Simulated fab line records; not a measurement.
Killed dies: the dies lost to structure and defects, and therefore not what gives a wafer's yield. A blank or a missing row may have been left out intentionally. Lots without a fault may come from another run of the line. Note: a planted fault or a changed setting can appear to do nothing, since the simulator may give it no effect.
fab line records -- flow n5_finfet
record lots=10, wafers=27, last_day=18
route steps=1938 shown BEOL_M11@1569 PASSIVATION@1936
lots with no fault: from the same line, run without faults
start_h: the number of hours between the record's first day and the start of the first shown wafer of the lot -- wait_h: time in hours since the lot's previous step -- " as in the row above -- L1.1+2: a single row standing in for several wafers -- - no value present, or no start provided -- * or withheld: withheld -- < > ~ a bound
route shown NAME@n: names a module that has steps shown in the file, with the first one's number in the route -- usual: mean and standard deviation over wafers with no fault -- same: alike in all rows -- chamber/n: place in a boat -- sites: readings site by site -- _std_site: the values' standard deviation -- _edge_site: mean of outer sites minus mean of inner sites -- radius_mm: how far each site lies from the wafer's centre -- mask NAME#n: copy n -- behind: the most recent tool/chamber to have shaped the wafer -- hold: cause of the lot's hold/its duration in hours/its outcome -- device: the n, p or np transistor that did not switch -- end of line: the tests these same wafers got at the end of their route -- a step with no rows: only its recipe -- killed: at the first sort, the dies lost to defects and structure; wafer yield is something else -- map: a wafer's dies, marking killed ones x, the rest . and places with no die _
set.NAME: the run value of the setting; set.NAME@STEP: its run value at that earlier step -- model.NAME: the simulator's own value behind a step, which no gauge read
route steps across a sampled set of lots; one table per step, one row per wafer
services: from which hour (start_h, from the record's first day; less than 0 if before it) a tool's chamber was out of use, for how many hours, and why
## steps
# step N5_BEOL_M11_OVL_MEAS_29
# recipe points_per_wafer=44
# usual V10_OVL=0.1/0.9
lot.wafer,tool,chamber,start_h,wait_h,V10_OVL[nm]
L757.1,overlay-02,0,227.61,0.0,-1.4
L757.3,overlay-02,0,227.61,0.0,-1.3
L757.4,overlay-02,0,227.61,0.0,-1.9
L761.1,overlay-01,0,256.37,0.0,2.1
L761.2,overlay-01,0,256.37,0.0,0.7
L761.4,overlay-01,0,256.37,0.0,-0.2
L762.1,overlay-01,0,273.14,0.0,-0.7
L762.2,overlay-01,0,273.14,0.0,-0.4
L762.3,overlay-01,0,273.14,0.0,-1.2
L763.1,overlay-02,0,279.93,0.0,1.1
L763.2,overlay-02,0,279.93,0.0,0.8
L763.6,overlay-02,0,279.93,0.0,0.4
L768.1,overlay-01,0,310.97,0.0,0.8
L768.6,overlay-01,0,310.97,0.0,0.6
L771.1,overlay-01,0,316.56,0.0,0.5
L771.5,overlay-01,0,316.56,0.0,1.3
L772.1,overlay-01,0,347.31,0.0,1.9
L772.3,overlay-01,0,347.31,0.0,0.8
L774.2,overlay-02,0,348.12,0.0,-0.9
L774.4,overlay-02,0,348.12,0.0,-1.0
L774.6,overlay-02,0,348.12,0.0,-0.8
L776.1,overlay-02,0,364.20,0.0,-0.4
L776.3,overlay-02,0,364.20,0.0,0.7
L776.4,overlay-02,0,364.20,0.0,-0.4
L778.1,overlay-02,0,370.18,0.0,1.0
L778.4,overlay-02,0,370.18,0.0,1.9
L778.5,overlay-02,0,370.18,0.0,-0.2
# step N5_BEOL_M11_ETCH_65
# recipe chemistry=CF4, target=SiARC, target_depth_a=390, mask_material=CAR-ArF, time_s=65, ion_energy_ev=80, pressure_mtorr=40, source_w=545, bias_w=36, Ar_flow_sccm=100, cf4_flow_sccm=100, ends=cleared
# usual bias_w=36.00/0.1, drypump_motor_current_A=5.6/0.5, etch_rf_on_time_s=65.0/1.7, oes_product_au=0.67/0.077, rf_vpp_V=184.7/1.2, showerhead_plenum_p_Torr=2.19/0.073, throttle_valve_pct=15.68/0.24
lot.wafer,tool,chamber,start_h,wait_h,bias_w,drypump_motor_current_A,etch_rf_on_time_s,oes_product_au,rf_hours_counter_h,rf_vpp_V,showerhead_plenum_p_Torr,throttle_valve_pct
L757.1,rie_diel-02,0,227.71,0.0,36.06,5.2,65.3,0.62,171,184.7,2.21,16.01
L757.3,rie_diel-02,2,227.71,0.0,36.10,5.0,65.3,0.79,16,187.4,2.28,15.29
L757.4,rie_diel-02,1,227.71,0.0,35.95,5.6,62.6,0.84,14,183.8,2.26,15.63
L761.1,rie_diel-06,3,256.47,0.0,35.82,6.5,68.4,0.60,178,186.0,2.22,15.51
L761.2,rie_diel-06,2,256.47,0.0,35.95,5.9,62.5,0.79,9,185.4,2.11,15.51
L761.4,rie_diel-06,0,256.47,0.0,35.88,5.1,65.2,0.61,178,182.2,2.04,15.68
L762.1,rie_diel-06,3,273.23,0.0,36.17,6.5,68.0,0.61,184,185.3,2.21,15.55
L762.2,rie_diel-06,0,273.23,0.0,36.04,5.2,64.9,0.62,184,183.2,2.04,15.70
L762.3,rie_diel-06,1,273.23,0.0,35.87,6.6,66.2,0.70,65,186.4,2.25,15.30
L763.1,rie_diel-02,2,280.02,0.0,36.08,5.0,65.8,0.75,30,185.6,2.28,15.32
L763.2,rie_diel-02,1,280.02,0.0,35.97,5.6,63.4,0.79,29,185.3,2.25,15.66
L763.6,rie_diel-02,1,280.02,0.0,36.07,5.7,63.1,0.80,-,186.1,2.25,15.66
L768.1,rie_diel-02,0,311.06,0.0,35.99,5.2,65.2,0.60,193,184.4,2.20,16.06
L768.6,rie_diel-02,3,311.06,0.0,36.03,5.5,65.2,0.62,-,183.5,2.22,15.90
L771.1,rie_diel-02,2,316.65,0.0,35.78,5.0,66.0,0.75,40,184.4,2.27,15.34
L771.5,rie_diel-02,1,316.65,0.0,36.01,5.7,62.6,0.79,-,185.2,2.25,15.67
L772.1,rie_diel-02,3,347.40,0.0,35.94,5.5,65.5,0.60,198,184.6,2.21,15.92
L772.3,rie_diel-02,1,347.40,0.0,35.94,5.7,63.7,0.76,47,184.9,2.25,15.69
L774.2,rie_diel-06,1,348.32,0.0,35.80,6.6,65.5,0.68,85,186.3,2.24,15.35
L774.4,rie_diel-06,2,348.32,0.0,35.92,5.9,62.1,0.76,34,184.5,2.10,15.58
L774.6,rie_diel-06,1,348.32,0.0,35.83,6.6,65.3,0.69,-,185.7,2.24,15.35
L776.1,rie_diel-06,1,364.29,0.0,35.96,6.6,65.5,0.69,90,186.9,2.24,15.35
L776.3,rie_diel-06,2,364.29,0.0,35.98,5.9,61.8,0.75,38,184.0,2.10,15.56
L776.4,rie_diel-06,3,364.29,0.0,36.11,6.5,66.5,0.59,211,183.8,2.20,15.59
L778.1,rie_diel-06,3,370.99,0.0,36.10,6.5,68.1,0.59,213,185.1,2.20,15.56
L778.4,rie_diel-06,2,370.99,0.0,36.02,5.9,62.9,0.74,41,184.0,2.10,15.57
L778.5,rie_diel-06,2,370.99,0.0,35.96,5.9,63.8,0.73,-,182.5,2.10,15.58
# step N5_BEOL_M11_ETCH_66
# recipe chemistry=N2/H2, target=SOC, target_depth_a=1200, overetch_a=240, mask_material=SiARC, temp_c=40, time_s=180, ion_energy_ev=200, pressure_mtorr=30, source_w=840, bias_w=150, n2_flow_sccm=200, h2_flow_sccm=200
# usual bias_w=150.1/0.45, drypump_motor_current_A=5.6/0.5, oes_product_au=0.63/0.066, rf_vpp_V=525.5/2.7, run_length_s=203.4/0.47, showerhead_plenum_p_Torr=2.60/0.094, throttle_valve_pct=17.92/0.29
lot.wafer,tool,chamber,start_h,wait_h,bias_w,drypump_motor_current_A,oes_product_au,rf_hours_counter_h,rf_vpp_V,run_length_s,showerhead_plenum_p_Torr,throttle_valve_pct
L757.1,rie_diel-02,0,227.76,0.0,150.2,5.2,0.59,171,526.5,202.6,2.63,18.07
L757.3,rie_diel-02,2,227.76,0.0,151.1,5.0,0.75,16,528.1,204.1,2.70,17.36
L757.4,rie_diel-02,1,227.76,0.0,149.6,5.6,0.77,14,527.4,203.5,2.72,18.18
L761.1,rie_diel-06,3,256.52,0.0,150.6,6.5,0.59,178,526.2,204.0,2.63,17.76
L761.2,rie_diel-06,2,256.52,0.0,150.5,5.9,0.74,9,523.5,202.9,2.50,17.72
L761.4,rie_diel-06,0,256.52,0.0,149.9,5.1,0.59,178,520.6,203.8,2.41,17.76
L762.1,rie_diel-06,3,273.28,0.0,150.1,6.5,0.59,184,527.3,203.7,2.63,17.78
L762.2,rie_diel-06,0,273.28,0.0,149.6,5.1,0.58,184,520.1,203.7,2.41,17.78
L762.3,rie_diel-06,1,273.28,0.0,150.2,6.6,0.67,65,527.4,202.8,2.69,17.54
L763.1,rie_diel-02,2,280.07,0.0,150.2,5.0,0.73,30,529.4,204.0,2.70,17.38
L763.2,rie_diel-02,1,280.07,0.0,149.9,5.6,0.74,29,527.9,203.4,2.71,18.20
L763.6,rie_diel-02,1,280.07,0.0,150.1,5.7,0.74,-,528.2,202.9,2.71,18.21
L768.1,rie_diel-02,0,311.11,0.0,-,5.2,0.69,193,525.9,172.1,2.62,18.11
L768.6,rie_diel-02,3,311.11,0.0,-,5.5,0.70,-,525.2,172.4,2.63,18.10
L771.1,rie_diel-02,2,316.70,0.0,-,5.0,0.87,40,529.8,173.3,2.69,17.42
L771.5,rie_diel-02,1,316.70,0.0,149.8,5.6,0.72,-,528.0,203.5,2.71,18.25
L772.1,rie_diel-02,3,347.45,0.0,-,5.5,0.70,198,526.0,172.2,2.63,18.10
L772.3,rie_diel-02,1,347.45,0.0,150.3,5.6,0.71,47,526.6,203.2,2.70,18.26
L774.2,rie_diel-06,1,348.37,0.0,149.4,6.6,0.66,85,526.3,202.8,2.68,17.60
L774.4,rie_diel-06,2,348.37,0.0,149.6,5.9,0.70,34,522.3,202.9,2.48,17.77
L774.6,rie_diel-06,1,348.37,0.0,149.7,6.6,0.66,-,527.5,202.9,2.68,17.61
L776.1,rie_diel-06,1,364.34,0.0,149.5,6.6,0.65,90,527.0,202.7,2.68,17.59
L776.3,rie_diel-06,2,364.34,0.0,150.1,5.9,0.69,38,522.7,203.2,2.48,17.77
L776.4,rie_diel-06,3,364.34,0.0,149.3,6.5,0.57,211,524.2,203.7,2.62,17.83
L778.1,rie_diel-06,3,371.04,0.0,149.9,6.5,0.57,213,524.8,204.0,2.62,17.84
L778.4,rie_diel-06,2,371.04,0.0,149.8,5.9,0.69,41,524.3,203.1,2.48,17.79
L778.5,rie_diel-06,2,371.04,0.0,149.4,5.9,0.69,-,522.6,203.0,2.48,17.79
# step N5_BEOL_M11_ETCH_41
# recipe chemistry=CH3F/O2, target=SiCN, target_depth_a=426, taper_deg=2, time_s=86, ion_energy_ev=120, mask_material=TiN, pressure_mtorr=30, source_w=395, bias_w=75, Ar_flow_sccm=150, CH3F_flow_sccm=30, O2_flow_sccm=20
# usual O2_flow_sccm=20.00/0.056, bias_w=75.01/0.23, drypump_motor_current_A=5.6/0.5, oes_product_au=0.78/0.089, rf_vpp_V=298.3/1.7, run_length_s=109.4/0.46, showerhead_plenum_p_Torr=2.04/0.074, throttle_valve_pct=16.37/0.25
lot.wafer,tool,chamber,start_h,wait_h,O2_flow_sccm,bias_w,drypump_motor_current_A,oes_product_au,rf_hours_counter_h,rf_vpp_V,run_length_s,showerhead_plenum_p_Torr,throttle_valve_pct
L757.1,rie_diel-02,0,-,-,19.91,74.79,5.2,0.72,171,297.9,108.7,2.06,16.68
L757.3,rie_diel-02,2,-,-,20.00,74.83,5.0,0.93,16,300.1,109.8,2.15,16.03
L757.4,rie_diel-02,1,-,-,20.04,75.02,5.6,0.96,14,301.9,109.1,2.11,16.34
L761.1,rie_diel-06,3,-,-,19.92,74.86,6.5,0.71,178,299.5,109.8,2.06,16.17
L761.2,rie_diel-06,2,-,-,19.96,74.73,5.9,0.92,9,295.8,108.9,1.95,16.13
L761.4,rie_diel-06,0,-,-,19.97,74.83,5.1,0.71,178,294.9,109.9,1.90,16.40
L762.1,rie_diel-06,3,-,-,19.96,75.09,6.5,0.71,184,298.0,109.8,2.06,16.20
L762.2,rie_diel-06,0,-,-,20.00,74.95,5.1,0.72,184,294.2,109.7,1.90,16.42
L762.3,rie_diel-06,1,-,-,19.97,75.05,6.5,0.82,65,299.0,109.2,2.10,16.00
L763.1,rie_diel-02,2,-,-,19.96,75.06,5.0,0.90,30,301.3,109.9,2.14,16.06
L763.2,rie_diel-02,1,-,-,19.97,75.03,5.6,0.93,29,299.2,108.9,2.11,16.38
L763.6,rie_diel-02,1,-,-,19.92,74.43,5.6,0.93,-,299.9,109.4,2.11,16.38
L768.1,rie_diel-02,0,-,-,19.98,74.85,5.2,0.70,193,298.0,108.7,2.06,16.72
L768.6,rie_diel-02,3,-,-,19.97,74.42,5.5,0.72,-,298.0,109.1,2.07,16.59
L771.1,rie_diel-02,2,-,-,20.09,74.96,5.0,0.89,40,299.3,109.9,2.14,16.10
L771.5,rie_diel-02,1,-,-,20.00,75.04,5.6,0.92,-,299.6,109.1,2.10,16.39
L772.1,rie_diel-02,3,-,-,20.01,74.95,5.5,0.70,199,298.3,108.9,2.06,16.60
L772.3,rie_diel-02,1,-,-,19.99,74.97,5.6,0.90,47,299.6,109.4,2.10,16.41
L774.2,rie_diel-06,1,-,-,19.99,75.25,6.6,0.80,85,299.5,108.9,2.09,16.01
L774.4,rie_diel-06,2,-,-,20.01,75.30,5.9,0.88,35,296.9,109.4,1.94,16.17
L774.6,rie_diel-06,1,-,-,20.05,74.93,6.6,0.81,-,298.7,109.0,2.09,16.01
L776.1,rie_diel-06,1,-,-,19.93,75.05,6.6,0.80,90,300.4,108.9,2.09,16.03
L776.3,rie_diel-06,2,-,-,20.07,75.00,5.9,0.86,39,295.6,108.8,1.94,16.18
L776.4,rie_diel-06,3,-,-,19.95,75.08,6.4,0.70,211,299.6,109.8,2.05,16.23
L778.1,rie_diel-06,3,-,-,20.02,75.17,6.5,0.70,213,299.1,109.7,2.05,16.24
L778.4,rie_diel-06,2,-,-,19.97,74.79,5.9,0.86,41,295.8,108.7,1.94,16.20
L778.5,rie_diel-06,2,-,-,19.99,75.09,5.9,0.86,-,294.8,109.3,1.94,16.20
# step N5_PASSIVATION_PROBE_49
# usual defect_limited_yield=91.4/1.4, killed_at_M0_to_M3=31/10, killed_at_M4_up=14/5.6, killed_at_contacts=13/6.3, killed_at_front_end=39/10, killed_at_other=4/3.1, killed_dies=101/16, killed_open=65/13, killed_short=34/7.2, sort_bin_5_function=5.1/0.88, sort_bin_6_memory=3.2/0.66, sort_n_pass=1079/16, sort_yield_pct=91.4/1.4
# same gross_dies=1180, killed_at_back_side=0, sort_bin_4_leakage[%]=0, sort_bin_8_speed[%]=0
lot.wafer,tool,chamber,start_h,wait_h,defect_limited_yield[%],killed_at_M0_to_M3,killed_at_M4_up,killed_at_contacts,killed_at_front_end,killed_at_other,killed_dies,killed_open,killed_short,sort_bin_5_function[%],sort_bin_6_memory[%],sort_n_pass,sort_yield_pct[%]
L762.1,prober-01,-,316.07,0.0,90.8,45,9,22,29,3,108,71,37,5.6,3.1,1072,90.8
L762.2,prober-01,-,316.12,0.1,91.6,37,10,14,34,4,99,63,35,5.1,3.1,1081,91.6
L762.3,prober-01,-,316.17,0.1,93.1,31,3,5,37,5,81,46,35,4.2,2.6,1099,93.1
# killed by level:class
L762.1 MOL_CONTACT_COAG:geometric_particle:open=16 BEOL_M1:geometric_particle:open=10 BEOL_M0_SAQP:geometric_particle:short=8 BEOL_M3:geometric_particle:open=8 STI_FIN_REVEAL:geometric_particle:open=7 BEOL_M0_SAQP:geometric_particle:open=7 MOL_CONTACT_COAG:geometric_particle:short=6 GATE_CUT:geometric_particle:short=5
L762.2 MOL_CONTACT_COAG:geometric_particle:open=14 BEOL_M0_SAQP:geometric_particle:short=10 BEOL_M0_SAQP:geometric_particle:open=7 STI_FIN_REVEAL:geometric_particle:open=6 BEOL_M3:geometric_particle:open=6 BEOL_M4:geometric_particle:open=5 FIN_SAQP:geometric_particle:open=4 FIN_SAQP:geometric_particle:short=4
L762.3 BEOL_M0_SAQP:geometric_particle:open=9 STI_FIN_REVEAL:geometric_particle:short=8 STI_FIN_REVEAL:geometric_particle:open=8 BEOL_M0_SAQP:geometric_particle:short=6 BEOL_M3:geometric_particle:open=6 GATE_CUT:geometric_particle:short=5 BEOL_M1:geometric_particle:open=5 FIN_SAQP:geometric_particle:open=3
## services
tool,chamber,start_h,hours,kind
rie_diel-06,2,207.73,-,clean
rie_diel-06,2,207.73,-,consumable_replace:focus_ring
rie_diel-06,2,207.73,13.7,scheduled_down
rie_diel-06,2,207.73,13.7,vent_cycle
rie_diel-02,2,209.65,5.9,repair
rie_diel-06,-,213.63,0.3,repair
rie_diel-06,2,290.72,8.7,repair
rie_diel-06,1,313.56,3.6,repair
rie_diel-06,-,324.61,2.8,pm
rie_diel-02,2,330.09,1.6,repair
rie_diel-06,0,339.69,7.4,repair
## key
first_sign step=N5_BEOL_M11_ETCH_66, reading=run_length_s, direction=down, sigmas=66, usual=*, struck=*
effect none on later readings
met_at N5_BEOL_M11_ETCH_66
struck_lots L768,L771,L772
struck_wafers L768.1,L768.6,L771.1,L772.1
not_acting_at N5_BEOL_M11_OVL_MEAS_29,N5_BEOL_M11_ETCH_65,N5_BEOL_M11_ETCH_41
onset_between 280.07 311.11
fault kind=process_parameter_drift, tool=rie_diel-02, chamber=-, onset_h=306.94, steps=N5_BEOL_M11_ETCH_66, channel=time_s, offset=*, shape=step, end_h=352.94, scope=struck_wafers_only, acts_in=*, stated=*
